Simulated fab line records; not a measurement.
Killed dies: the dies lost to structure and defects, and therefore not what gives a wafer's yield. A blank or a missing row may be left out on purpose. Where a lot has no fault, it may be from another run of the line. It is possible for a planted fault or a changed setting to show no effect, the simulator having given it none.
Code-filled problem report in 8D (eight disciplines) form | flow nand harc | the parts of the form that need people (team, actions taken, sign-off) are left out

1. THE PROBLEM
cd nm at NHARC_A_M0_CD_MEAS_09 reads a mean of 106.0 nm on 6 wafers of 2 lots; wafers without a fault read 80.0 nm with a standard deviation of 0.7. Measured from the usual mean, that is +37 standard deviations.
The step: target cd 80 nm.
First observed at day 27 19:49: wafer L802.1, on cd sem-01. At this step, 42 wafers from 14 lots have a number in the record. By rule, "out" or "out of limits" means more than 4 standard deviations away from the usual mean. The other wafers with a number count as sound.

2. WHAT THIS IS AND IS NOT
question                    | is                     | is not
which readings at this step | cd nm                  | -
which lots                  | L802, L805             | L791, L792, L793, L795, L796, L797, L809, L810, L811, L812, L813, L814
which wafers of those lots  | all that have a number | -
read on which gauges        | cd sem-01              | cd sem-02, cd sem-03
when                        | from day 27 19:49      | up to then (18 sound wafers); but 18 sound wafers of L809, L810, L811, L812, L813, L814 came after

3. THE SUSPECTS, EACH WITH WHAT RULES IT OUT
Counting: a tool stays on the suspect list if, at a process step up to the reading, it processed all lots that are out and no sound lot following the first of them.
- the gauge at NHARC_A_M0_CD_MEAS_09 is ruled out. All the wafers that are out were read on cd sem-01, but those of them that NHARC_A_M0_PEB_07 has rows for are out there too, on other tools.
- cmp-01 at NHARC_A_BLC_CMP_25 (polishes, t overpolish 30 s, target thk 150 nm): ruled out as a lasting fault. Following L802 (day 27 18:31), the first lot on it that is out, the sound lots L810 were run on it.
- litho track-06 at NHARC_A_M0_PEB_07 (peb time 65 s): ruled out as a lasting fault. Following L802 (day 27 19:44), the first lot on it that is out, the sound lots L811 were run on it.
Left after counting: nothing in the record.

4. THE CAUSE (what the simulator had put in)
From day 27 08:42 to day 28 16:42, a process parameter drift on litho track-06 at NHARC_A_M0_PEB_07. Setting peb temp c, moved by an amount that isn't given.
The count ruled it out by mistake, since the rule takes a fault to strike every lot its tool runs from the start of the fault on, and this one did not do so.

5. SEQUENCE OF EFFECTS, ordered by route
Each row: a reading where the mean over the struck wafers with a number is more than 3 standard deviations away from the usual. Only readings whose record carries a usual standard deviation are examined. hours: median over the lots of the time between each lot's start at the first step of this table that gives one and its start at this step. sigmas: the change, counted in usual standard deviations.
hours | step                  | reading              | usual   | on struck wafers | change | sigmas
0     | NHARC_A_M0_PEB_07     | heater power total W | 156.6 W | 174.3            | +17.7  | +40
0     | NHARC_A_M0_PEB_07     | plate temp C         | 99.97 C | 108.03           | +8.06  | +58
0     | NHARC_A_M0_CD_MEAS_09 | cd nm                | 80.0 nm | 106.0            | +26.0  | +37
The process steps in it:
- NHARC_A_M0_PEB_07: peb time 65 s.

6. WHAT WOULD HAVE CAUGHT IT SOONER
In this record the first reading out of limits at a measuring or inspecting step was taken at day 27 19:49, 11 hours after the fault began at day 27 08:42.
The tool's own readings at NHARC_A_M0_PEB_07 were out on every struck wafer that the step has a row for (heater power total W, plate temp C): an alarm limit on them would have fired on the first of those.
